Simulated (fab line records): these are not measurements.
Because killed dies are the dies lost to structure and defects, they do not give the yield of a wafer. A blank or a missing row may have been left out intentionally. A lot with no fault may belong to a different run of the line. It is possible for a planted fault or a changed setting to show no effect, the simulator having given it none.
fab line records -- flow nand_harc
[record] lots = 14, wafers = 42, last_day = 33
route steps=1302 shown P_BONDPAD@377 A_ONON_D1@425 END@1302
lots untouched by any fault: they come from a run of this same line in which no faults occurred
start_h: start of the lot's first displayed wafer, in hours after the record's first day -- wait_h: how many hours have passed since the lot's step before this one -- " repeats the value in the row above -- L1.1+2: a row that stands for several wafers -- - no value, or no start given -- * or withheld: withheld -- < > ~ a bound
route shown NAME@n: NAME is a module with steps in the file, n the number in the route of the first one -- usual: mean/standard deviation taken from wafers without a fault -- same: alike in all rows -- chamber/n: place in a boat -- sites: readings site by site -- _std_site: standard deviation of those values -- _edge_site: outer sites' mean less inner sites' -- radius_mm: how far each site lies from the wafer's centre -- mask NAME#n: copy n -- behind: tool/chamber where the wafer was last shaped -- hold: reason for holding the lot/hours on hold/outcome of the hold -- device: whichever transistor did not switch (one of n, p or np) -- end of line: the same wafers' tests at the end of the route -- step lacking rows: just its recipe -- killed: count of dies lost to structure and defects at first sort (not the wafer's yield) -- map: per-die view of a wafer (x killed, . not killed, _ where there is no die)
set.NAME: the setting that was run; set.NAME@STEP: the one run at that earlier step -- model.NAME: the simulator's own value behind a step, which no gauge read
the route's steps for a sample of lots (tables are steps, rows are wafers)
services: when a tool's chamber went out of use (start_h, in hours from the record's first day, below 0 if earlier), for how many hours, and the reason
[[steps]]
[step NHARC_P_BONDPAD_PVD_27]
[recipe] target_thk_a = 300, chamber_pressure_pa = 5, power_w = 5000, substrate_temp_c = 30, time_s = 20.49, material = Cu
[usual] throttle_valve_pct = 29.8/0.83
[same] time_s = 20.49
lot.wafer,tool,chamber,start_h,wait_h,throttle_valve_pct
L805.2,pvd_sputter-03,-,-,-,30.2
L805.6,pvd_sputter-03,-,-,-,28.9
L805.5,pvd_sputter-03,-,-,-,29.3
L806.1,pvd_sputter-03,-,-,-,29.0
L806.2,pvd_sputter-03,-,-,-,31.2
L806.5,pvd_sputter-03,-,-,-,28.7
L807.1,pvd_sputter-01,-,-,-,29.9
L807.4,pvd_sputter-01,-,-,-,28.2
L807.6,pvd_sputter-01,-,-,-,29.8
L809.2,pvd_sputter-02,-,-,-,29.3
L809.1,pvd_sputter-02,-,-,-,29.9
L809.5,pvd_sputter-02,-,-,-,31.1
L810.2,pvd_sputter-02,-,-,-,29.2
L810.3,pvd_sputter-02,-,-,-,29.9
L810.6,pvd_sputter-02,-,-,-,29.0
L811.4,pvd_sputter-01,-,-,-,28.0
L811.1,pvd_sputter-01,-,-,-,29.7
L811.6,pvd_sputter-01,-,-,-,30.0
L812.3,pvd_sputter-02,-,-,-,29.6
L812.1,pvd_sputter-02,-,-,-,30.8
L812.5,pvd_sputter-02,-,-,-,31.0
L814.2,pvd_sputter-01,-,-,-,30.0
L814.3,pvd_sputter-01,-,-,-,29.9
L814.5,pvd_sputter-01,-,-,-,28.0
L817.3,pvd_sputter-01,-,-,-,29.0
L817.1,pvd_sputter-01,-,-,-,30.5
L817.6,pvd_sputter-01,-,-,-,29.3
L819.3,pvd_sputter-01,-,-,-,30.4
L819.2,pvd_sputter-01,-,-,-,28.9
L819.6,pvd_sputter-01,-,-,-,28.8
L821.3,pvd_sputter-02,-,-,-,30.1
L821.4,pvd_sputter-02,-,-,-,29.5
L821.5,pvd_sputter-02,-,-,-,29.9
L822.2,pvd_sputter-03,-,-,-,30.4
L822.5,pvd_sputter-03,-,-,-,30.4
L822.6,pvd_sputter-03,-,-,-,30.0
L827.3,pvd_sputter-01,-,-,-,28.5
L827.1,pvd_sputter-01,-,-,-,29.1
L827.5,pvd_sputter-01,-,-,-,28.9
L828.4,pvd_sputter-01,-,-,-,30.4
L828.2,pvd_sputter-01,-,-,-,28.6
L828.6,pvd_sputter-01,-,-,-,29.5
[step NHARC_A_ONON_D1_THK_MEAS_02]
[recipe] thk_meas_gauge = ellipsometry
[usual] thk_nm = 998/8.1
lot.wafer,tool,chamber,start_h,wait_h,thk_nm
L805.2,film_metro-02,-,169.62,-,995
L805.5,film_metro-02,-,169.62,-,997
L805.6,film_metro-02,-,169.62,-,996
L806.1,film_metro-01,-,175.82,-,997
L806.2,film_metro-01,-,175.82,-,998
L806.5,film_metro-01,-,175.82,-,997
L807.1,film_metro-02,-,193.18,-,993
L807.4,film_metro-02,-,193.18,-,991
L807.6,film_metro-02,-,193.18,-,991
L809.1,film_metro-01,-,206.51,-,999
L809.2,film_metro-01,-,206.51,-,1000
L809.5,film_metro-01,-,206.51,-,1002
L810.2,film_metro-01,-,210.32,-,1012
L810.3,film_metro-01,-,210.32,-,1013
L810.6,film_metro-01,-,210.32,-,1012
L811.1,film_metro-01,-,222.75,-,1013
L811.4,film_metro-01,-,222.75,-,1012
L811.6,film_metro-01,-,222.75,-,1012
L812.1,film_metro-02,-,240.21,-,999
L812.3,film_metro-02,-,240.21,-,999
L812.5,film_metro-02,-,240.21,-,999
L814.2,film_metro-02,-,255.40,-,980
L814.3,film_metro-02,-,255.40,-,978
L814.5,film_metro-02,-,255.40,-,977
L817.1,film_metro-01,-,284.14,-,999
L817.3,film_metro-01,-,284.14,-,999
L817.6,film_metro-01,-,284.14,-,999
L819.2,film_metro-01,-,306.43,-,1001
L819.3,film_metro-01,-,306.43,-,1003
L819.6,film_metro-01,-,306.43,-,1002
L821.3,film_metro-01,-,324.54,-,1007
L821.4,film_metro-01,-,324.54,-,1008
L821.5,film_metro-01,-,324.54,-,1010
L822.2,film_metro-02,-,336.21,-,999
L822.5,film_metro-02,-,336.21,-,999
L822.6,film_metro-02,-,336.21,-,998
L827.1,film_metro-01,-,381.63,-,1003
L827.3,film_metro-01,-,381.63,-,1006
L827.5,film_metro-01,-,381.63,-,1005
L828.2,film_metro-02,-,389.33,-,995
L828.4,film_metro-02,-,389.33,-,994
L828.6,film_metro-02,-,389.33,-,995
[step NHARC_A_ONON_D1_DEP_03]
[recipe] target_thk_a = 10000, n2_flow_sccm = 2750, n2o_flow_sccm = 2000, nh3_flow_sccm = 500, sih4_flow_sccm = 210, temp_c = 400
lot.wafer,tool,chamber,start_h,wait_h
L805.2+5+6,pecvd_onon-02,0,169.74,0.1
L806.1+2+5,pecvd_onon-04,0,175.88,0.1
L807.1+4+6,pecvd_onon-03,0,193.24,0.1
L809.1+2+5,pecvd_onon-03,0,206.56,0.1
L810.2+3+6,pecvd_onon-03,0,210.44,0.1
L811.1+4+6,pecvd_onon-03,0,222.81,0.1
L812.1+3+5,pecvd_onon-04,0,240.27,0.1
L814.2+3+5,pecvd_onon-04,0,255.52,0.1
L817.1+3+6,pecvd_onon-02,0,284.20,0.1
L819.2+3+6,pecvd_onon-03,0,306.54,0.1
L821.3+4+5,pecvd_onon-04,0,324.72,0.2
L822.2+5+6,pecvd_onon-03,0,336.32,0.1
L827.1+3+5,pecvd_onon-02,0,381.68,0.1
L828.2+4+6,pecvd_onon-03,0,389.44,0.1
[step NHARC_A_ONON_D1_THK_MEAS_05]
[recipe] thk_meas_gauge = ellipsometry
[usual] thk_nm = 1001/9
lot.wafer,tool,chamber,start_h,wait_h,thk_nm
L805.2,film_metro-02,-,170.19,-,1002
L805.5,film_metro-02,-,170.19,-,1001
L805.6,film_metro-02,-,170.19,-,1000
L806.1,film_metro-02,-,176.42,-,1014
L806.2,film_metro-02,-,176.42,-,1015
L806.5,film_metro-02,-,176.42,-,1015
L807.1,film_metro-01,-,193.75,-,1005
L807.4,film_metro-01,-,193.75,-,1006
L807.6,film_metro-01,-,193.75,-,1006
L809.1,film_metro-01,-,207.08,-,995
L809.2,film_metro-01,-,207.08,-,994
L809.5,film_metro-01,-,207.08,-,994
L810.2,film_metro-01,-,210.88,-,986
L810.3,film_metro-01,-,210.88,-,987
L810.6,film_metro-01,-,210.88,-,987
L811.1,film_metro-02,-,223.32,-,984
L811.4,film_metro-02,-,223.32,-,985
L811.6,film_metro-02,-,223.32,-,984
L812.1,film_metro-02,-,240.78,-,1012
L812.3,film_metro-02,-,240.78,-,1014
L812.5,film_metro-02,-,240.78,-,1015
L814.2,film_metro-01,-,255.97,-,1017
L814.3,film_metro-01,-,255.97,-,1018
L814.5,film_metro-01,-,255.97,-,1016
L817.1,film_metro-02,-,284.71,-,986
L817.3,film_metro-02,-,284.71,-,984
L817.6,film_metro-02,-,284.71,-,986
L819.2,film_metro-02,-,307.00,-,1409
L819.3,film_metro-02,-,307.00,-,1003
L819.6,film_metro-02,-,307.00,-,1001
L821.3,film_metro-02,-,325.11,-,996
L821.4,film_metro-02,-,325.11,-,996
L821.5,film_metro-02,-,325.11,-,998
L822.2,film_metro-02,-,336.76,-,1420
L822.5,film_metro-02,-,336.76,-,1011
L822.6,film_metro-02,-,336.76,-,1008
L827.1,film_metro-01,-,382.19,-,998
L827.3,film_metro-01,-,382.19,-,998
L827.5,film_metro-01,-,382.19,-,999
L828.2,film_metro-01,-,389.90,-,1010
L828.4,film_metro-01,-,389.90,-,1012
L828.6,film_metro-01,-,389.90,-,1009
[step NHARC_END_SORT_01]
[recipe] temp_c = 25
[usual] killed_at_array = 59/20, killed_at_other = 0.8/1, killed_at_periphery = 3.2/2.1, killed_dies = 63/21, killed_open = 3.0/1.9, killed_short = 2.3/1.5
[same] gross_dies = 677
lot.wafer,tool,chamber,start_h,wait_h,killed_at_array,killed_at_other,killed_at_periphery,killed_dies,killed_open,killed_short
L819.2,prober-01,0,702.23,2.8,671,0,6,677,9,2
L819.3,prober-01,0,703.04,3.1,78,0,5,83,3,2
L819.6,prober-01,0,705.45,4.0,66,0,9,75,5,4
L822.2,prober-01,0,729.31,2.8,674,0,3,677,1,2
L822.5,prober-01,0,731.66,3.6,60,2,1,63,3,2
L822.6,prober-01,0,732.44,3.9,66,0,1,67,3,2
// killed by level:class
L819.2 A_ONON_D1:area_dep=604 A_CHANNEL_HOLE_D1:chamber_film_flake=26 A_CHANNEL_HOLE_D2:chamber_film_flake=26 A_WL_FILL:geometric_particle:open=4 A_CONTACT:chamber_film_flake=4 P_CONTACT:geometric_particle:open=2 P_GATE:chamber_film_flake=2 P_GATE:geometric_particle:open=1
L819.3 A_CHANNEL_HOLE_D1:chamber_film_flake=33 A_CHANNEL_HOLE_D2:chamber_film_flake=23 A_CONTACT:chamber_film_flake=5 A_CHANNEL_FILL_D1:chamber_film_flake=3 A_SLIT:chamber_film_flake=3 A_M1:chamber_film_flake=3 P_GATE:chamber_film_flake=2 P_BONDPAD:chamber_film_flake=2
L819.6 A_CHANNEL_HOLE_D1:chamber_film_flake=27 A_CHANNEL_HOLE_D2:chamber_film_flake=19 A_CONTACT:chamber_film_flake=7 A_WL_FILL:geometric_particle:short=3 P_BONDPAD:chamber_film_flake=3 A_CHANNEL_FILL_D2:chamber_film_flake=3 A_ONON_D2:geometric_particle:open=2 P_GATE:chamber_film_flake=2
L822.2 A_ONON_D1:area_dep=619 A_SLIT:chamber_film_flake=29 A_CHANNEL_HOLE_D1:chamber_film_flake=11 A_BLC:chamber_film_flake=4 A_DECK1_JOINT:chamber_film_flake=2 A_CHANNEL_HOLE_D2:chamber_film_flake=2 A_STAIRCASE:chamber_film_flake=2 A_CONTACT:chamber_film_flake=2
L822.5 A_SLIT:chamber_film_flake=22 A_CHANNEL_HOLE_D1:chamber_film_flake=20 A_CONTACT:chamber_film_flake=6 A_BLC:chamber_film_flake=4 A_STAIRCASE:chamber_film_flake=2 THIN_TSV:chamber_film_flake=2 P_CONTACT:geometric_particle:open=1 A_SOURCE_PLATE:geometric_particle:short=1
L822.6 A_SLIT:chamber_film_flake=36 A_CHANNEL_HOLE_D1:chamber_film_flake=15 A_BLC:chamber_film_flake=4 A_CONTACT:chamber_film_flake=2 A_SOURCE_PLATE:geometric_particle:open=1 A_ONON_D2:geometric_particle:short=1 A_CHANNEL_HOLE_D2:geometric_particle:open=1 A_BLC:geometric_particle:open=1
[[services]]
tool,chamber,start_h,hours,kind
pecvd_onon-04,-,130.46,13.0,pm
pvd_sputter-01,-,162.41,0.5,repair
pvd_sputter-03,-,170.00,10.0,pm
pecvd_onon-02,-,185.53,13.0,pm
pvd_sputter-03,-,201.81,5.6,repair
pecvd_onon-03,-,230.63,13.0,pm
pvd_sputter-01,-,239.15,10.0,pm
pvd_sputter-02,-,285.98,10.0,pm
pecvd_onon-04,-,311.46,13.0,pm
pecvd_onon-02,-,327.18,0.1,repair
pvd_sputter-03,-,348.00,10.0,pm
pecvd_onon-02,-,366.53,13.0,pm
pvd_sputter-02,-,377.48,40.7,repair
[[key]]
[first_sign] step = NHARC_A_ONON_D1_THK_MEAS_05, reading = thk_nm, direction = up, sigmas = 46, usual = 1001, struck = 1414
[effect] step = NHARC_END_SORT_01, reading = killed_at_array, direction = up, sigmas = 30, usual = 59, struck = 672
[more_kills_born_at] NHARC_A_ONON_D1_DEP_03@pecvd_onon-03 = 1223
met_at NHARC_A_ONON_D1_DEP_03
struck_lots L819,L822
struck_wafers L819.2,L822.2
later_rows_left_out L819.2,L822.2
tester_left_out L819,L822
not_acting_at NHARC_P_BONDPAD_PVD_27,NHARC_A_ONON_D1_THK_MEAS_02
onset_between 222.81 306.54
[fault] kind = process_parameter_drift, tool = pecvd_onon-03, chamber = -, onset_h = 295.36, steps = NHARC_A_ONON_D1_DEP_03, channel = target_thk_a, offset = *, shape = step, end_h = 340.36, scope = struck_wafers_only, acts_in = *, stated = *
// tester_left_out: of these lots the tester's yield and bins aren't shown, on N5 and GAA mostly nor the transistor test; their killed dies are dies lost to structure and defects alone, not to doping, threshold or leakage, so they don't give the yield
// later_rows_left_out: the simulator's readings of these wafers behind a module that went badly wrong aren't trusted and aren't shown, but for the sort
